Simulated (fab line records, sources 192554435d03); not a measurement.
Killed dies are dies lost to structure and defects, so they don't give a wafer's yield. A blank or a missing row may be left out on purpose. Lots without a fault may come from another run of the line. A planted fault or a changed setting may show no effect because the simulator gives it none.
Which tool did it? | flow n5_finfet | 10 lots, 30 wafers sampled, at 1 step of a route of 1938

WHAT THE GAUGES READ, wafer by wafer
N5_BEOL_M4_RC_MEAS_101.
lot  | measured     | on        | DIBL_N (mV/V)
L514 | day 8 11:33  | prober-02 | 33.6 36.4 35.8
L516 | day 8 13:29  | prober-01 | 35.7 33.6 36.1
L521 | day 9 15:35  | prober-02 | 37.4 35.1 32.3
L523 | day 10 07:21 | prober-01 | 34.9 35.6 33.3
L522 | day 10 07:46 | prober-02 | 34.4 36.1 36.9
L524 | day 10 09:15 | prober-01 | 35.8 35.6 34.2
L525 | day 10 15:11 | prober-02 | 37.2 37.7 35.5
L526 | day 11 10:59 | prober-02 | 38.8 36.4 38.9
L529 | day 11 18:43 | prober-02 | 38.3 37.4 39.3
L530 | day 12 00:10 | prober-02 | 37.3 35.6 35.4

WHICH TOOL RAN EACH LOT (tool, then ch and the chambers of the sampled wafers, then the start)
The record holds no process step before these readings.

THE ANSWER, worked out from the rows above alone
Rule: what is usual is taken from the lots themselves. Put in order of their means at a reading, lots are off if they are a third of the lots or fewer, leave a main group of 4 or more, and stand apart from it by a gap of 3 or more times the standard deviation of the main group's means; of several such gaps the widest counts. A main group whose means are all the same, to the digits that the tables above print for the reading, isn't used. A lot without any number at a reading at which 4 lots or more have one is off too. The other lots that the step has rows for count as sound.
No lot is off at any reading shown: from this, nothing can be told.

WHAT THE SIMULATOR HAD PUT IN
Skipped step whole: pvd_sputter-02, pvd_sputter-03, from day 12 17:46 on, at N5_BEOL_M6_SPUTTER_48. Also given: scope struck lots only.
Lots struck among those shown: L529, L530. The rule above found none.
